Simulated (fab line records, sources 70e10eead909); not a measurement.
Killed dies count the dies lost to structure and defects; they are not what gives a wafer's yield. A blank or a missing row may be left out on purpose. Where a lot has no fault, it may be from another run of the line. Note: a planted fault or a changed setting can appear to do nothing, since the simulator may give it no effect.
A single fault, viewed from 2 desks    flow nand-harc    every desk sees just its own numbers, and what lay behind them comes last

== DESK OF THE TOOL OWNER: pecvd-01 ==
The tool's own readings at NHARC_THIN_TSV_DEP_43 (deposits SiO2, target thk 1328.5 nm): means of the sampled wafers that have a number, for each lot that ran on this tool. Marked OUT: a lot whose mean sits more than 4 standard deviations from the usual mean, which makes it out of limits; the brackets give that distance.
Columns: A = throttle-valve-pct at NHARC_THIN_TSV_DEP_43, usual 16.3 %
lot   first seen here  A
L501  day 24 21:46     16.4
L510  day 28 22:59     16.4
L514  day 30 03:23     16.4
L519  day 32 11:01     16.4
L521  day 33 04:23     16.4
This desk found nothing out of limits on any of the 5 lots.

== METROLOGY DESK ==
Means of the sampled wafers that have a number, per lot and without regard to the tool the lot ran on: this is what the gauges read. Marked OUT: a lot whose mean sits more than 4 standard deviations from the usual mean, which makes it out of limits; the brackets give that distance.
Columns: A = cd-nm at NHARC_THIN_TSV_CD_MEAS_12, usual 1000.0 nm; B = cd-nm at NHARC_THIN_TSV_CD_MEAS_33, usual 5000.4 nm
lot   first seen here  A       B
L498  day 24 02:39     1000.6  5002.8
L500  day 24 21:11     1000.2  4998.3
L501  day 24 22:26     1001.1  4998.0
L502  day 25 08:27     996.8   4999.7
L503  day 25 13:02     999.7   5001.2
L505  day 26 19:43     1001.5  5002.2
L506  day 26 20:53     1001.9  5000.8
L510  day 28 23:49     998.8   4998.3
L511  day 29 00:55     998.9   4996.2
L514  day 30 04:05     1000.3  5000.6
L519  day 32 11:39     1002.8  5000.9
L521  day 33 05:04     997.5   5004.9
L520  day 33 06:14     1000.8  5000.1
This desk found nothing out of limits on any of the 13 lots.

== TAKEN TOGETHER ==
The tool owner's desk saw nothing out of limits.
The metrology desk saw nothing out of limits.

== WHAT HAD BEEN PUT IN BY THE SIMULATOR ==
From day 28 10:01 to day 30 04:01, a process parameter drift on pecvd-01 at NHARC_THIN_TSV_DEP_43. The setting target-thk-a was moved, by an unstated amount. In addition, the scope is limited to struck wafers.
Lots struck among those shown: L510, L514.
